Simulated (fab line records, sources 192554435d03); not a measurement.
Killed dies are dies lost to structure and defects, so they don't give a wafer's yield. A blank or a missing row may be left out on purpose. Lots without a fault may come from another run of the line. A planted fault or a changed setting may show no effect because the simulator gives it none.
Chamber matching | flow n5_finfet | N5_BEOL_M0_SAQP_ETCH_106 on rie_diel-03: 4 sister chambers
The step etches SOC in N2/H2, stops on SiNx, target depth 150 nm. 8 wafers are shown with their chamber, then 10 later ones without.

WAFERS WITH THEIR CHAMBER
wafer  | chamber | drypump_motor_current_A (A) | showerhead_plenum_p_Torr (Torr)
L088.6 | 0       | 5.9                         | 2.54
L092.1 | 1       | 6.0                         | 2.41
L092.2 | 2       | 5.0                         | 2.54
L093.1 | 2       | 5.0                         | 2.54
L093.3 | 1       | 6.0                         | 2.41
L093.4 | 3       | 5.7                         | 2.69
L095.2 | 0       | 5.9                         | 2.53
L095.4 | 3       | 5.6                         | 2.69

WAFERS WITHOUT THEIR CHAMBER
wafer  | drypump_motor_current_A (A) | showerhead_plenum_p_Torr (Torr)
L095.5 | 6.0                         | 2.41
L094.1 | 6.0                         | 2.41
L094.2 | 5.9                         | 2.53
L094.3 | 5.0                         | 2.54
L094.4 | 5.6                         | 2.69
L094.5 | 5.6                         | 2.69
L094.6 | 5.0                         | 2.54
L097.1 | 6.0                         | 2.41
L097.4 | 5.6                         | 2.69
L097.6 | 5.6                         | 2.69

WHICH CHAMBER EACH WENT THROUGH
wafer  | from the rows above | in truth
L095.5 | 1                   | 1
L094.1 | 1                   | 1
L094.2 | 0                   | 0
L094.3 | 2                   | 2
L094.4 | 3                   | 3
L094.5 | 3                   | 3
L094.6 | 2                   | 2
L097.1 | 1                   | 1
L097.4 | 3                   | 3
L097.6 | 3                   | 3
Placed correctly: 10 of 10. Can't be placed from these rows: 0. Placed wrongly: 0.
How it was worked out, from the rows above alone: a wafer's distance from a chamber is the root of the sum, over the readings, of the square of ((its reading less the chamber's mean) divided by the reading's scatter). The wafer belongs to the nearest chamber; if the next one is less than 2 further off, it can't be placed. A chamber's mean is the mean of its shown wafers. The scatter: the root of (the sum of the squares of (reading less its chamber's mean) over the shown wafers, divided by (wafers less chambers)).
